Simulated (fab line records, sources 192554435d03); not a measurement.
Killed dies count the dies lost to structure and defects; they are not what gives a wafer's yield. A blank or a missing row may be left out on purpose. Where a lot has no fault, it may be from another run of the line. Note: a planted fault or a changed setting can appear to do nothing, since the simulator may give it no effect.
Matching of chambers | flow n5-finfet | rie-diel-04 running N5_SD_EPI_P_ETCH_37: 4 sister chambers
The step etches SOC in N2/H2, overetch 108 nm, time 486 s. 4 wafers are shown with their chamber, then 11 later ones without.

WAFERS WITH THEIR CHAMBER
wafer  | chamber | drypump-motor-current-A (A)
L090.5 | 1       | 6.5
L091.2 | 0       | 5.7
L091.6 | 3       | 6.6
L094.1 | 2       | 5.7

WAFERS WHOSE CHAMBER IS MISSING
wafer  | drypump-motor-current-A (A)
L094.5 | 6.6
L094.6 | 5.8
L095.2 | 5.7
L095.3 | 6.5
L095.4 | 5.7
L096.2 | 6.5
L096.4 | 6.6
L096.6 | 6.5
L097.3 | 5.7
L097.5 | 6.6
L097.6 | 5.7

EACH ONE'S CHAMBER
wafer  | from the rows above     | in truth
L094.5 | 3                       | 3
L094.6 | can't be placed: 0 or 2 | 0
L095.2 | can't be placed: 0 or 2 | 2
L095.3 | 1                       | 1
L095.4 | can't be placed: 0 or 2 | 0
L096.2 | 1                       | 1
L096.4 | 3                       | 3
L096.6 | 1                       | 1
L097.3 | can't be placed: 0 or 2 | 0
L097.5 | 3                       | 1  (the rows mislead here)
L097.6 | can't be placed: 0 or 2 | 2
Correctly placed: 5 of 11. These rows do not allow placing 5 (true chamber among the candidates in 5). Number placed wrongly: 1.
How it was worked out, from the rows above alone: a wafer's distance from a chamber is the root of the sum, over the readings, of the square of ((its reading less the chamber's mean) divided by the reading's scatter). If the next closest chamber is less than 2 further off than the closest, the wafer can't be placed; otherwise it belongs to the closest. A chamber's mean is the mean of its shown wafers. The scatter (one wafer shown for each chamber): square how far every hidden wafer sits from the nearest shown wafer, average those squares and take the square root.
